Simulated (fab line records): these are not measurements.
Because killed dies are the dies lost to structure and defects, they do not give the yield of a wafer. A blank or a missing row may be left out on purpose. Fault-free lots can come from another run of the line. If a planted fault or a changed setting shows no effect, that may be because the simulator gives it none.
Matching of chambers / flow nand-harc / 4 sister chambers for NHARC_A_CONTACT_DESCUM_74 on rie-diel-09
The step chemistry O2, time 3 s. 4 wafers are shown with their chamber, then 9 later ones without.

## EACH WAFER AND ITS CHAMBER
wafer=L384.6; chamber=3; showerhead-plenum-p-Torr (Torr)=2.03
wafer=L390.1; chamber=1; showerhead-plenum-p-Torr (Torr)=1.94
wafer=L390.5; chamber=0; showerhead-plenum-p-Torr (Torr)=1.77
wafer=L389.1; chamber=2; showerhead-plenum-p-Torr (Torr)=1.77

## WAFERS MISSING THEIR CHAMBER
wafer=L389.4; showerhead-plenum-p-Torr (Torr)=1.77
wafer=L391.4; showerhead-plenum-p-Torr (Torr)=1.77
wafer=L391.5; showerhead-plenum-p-Torr (Torr)=2.02
wafer=L397.1; showerhead-plenum-p-Torr (Torr)=1.77
wafer=L397.3; showerhead-plenum-p-Torr (Torr)=2.02
wafer=L397.6; showerhead-plenum-p-Torr (Torr)=1.93
wafer=L398.1; showerhead-plenum-p-Torr (Torr)=1.77
wafer=L398.4; showerhead-plenum-p-Torr (Torr)=1.93
wafer=L398.5; showerhead-plenum-p-Torr (Torr)=1.77

## CHAMBER TAKEN BY EACH
wafer=L389.4; from the rows above=can't be placed: 0 or 2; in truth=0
wafer=L391.4; from the rows above=can't be placed: 0 or 2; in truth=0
wafer=L391.5; from the rows above=3; in truth=3
wafer=L397.1; from the rows above=can't be placed: 0 or 2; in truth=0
wafer=L397.3; from the rows above=3; in truth=3
wafer=L397.6; from the rows above=1; in truth=1
wafer=L398.1; from the rows above=can't be placed: 0 or 2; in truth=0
wafer=L398.4; from the rows above=1; in truth=1
wafer=L398.5; from the rows above=can't be placed: 0 or 2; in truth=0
Correctly placed: 4 of 9. Not placeable from these rows: 5 (in 5, the candidates include the true chamber). Wrongly placed: 0.
How it was worked out, from the rows above alone: a wafer's distance from a chamber is the root of the sum, over the readings, of the square of ((its reading less the chamber's mean) divided by the reading's scatter). The wafer belongs to the nearest chamber; if the next one is less than 2 further off, it can't be placed. The mean given for a chamber averages the wafers shown for that chamber. The scatter (one wafer shown for each chamber): square how far every hidden wafer sits from the nearest shown wafer, average those squares and take the square root.
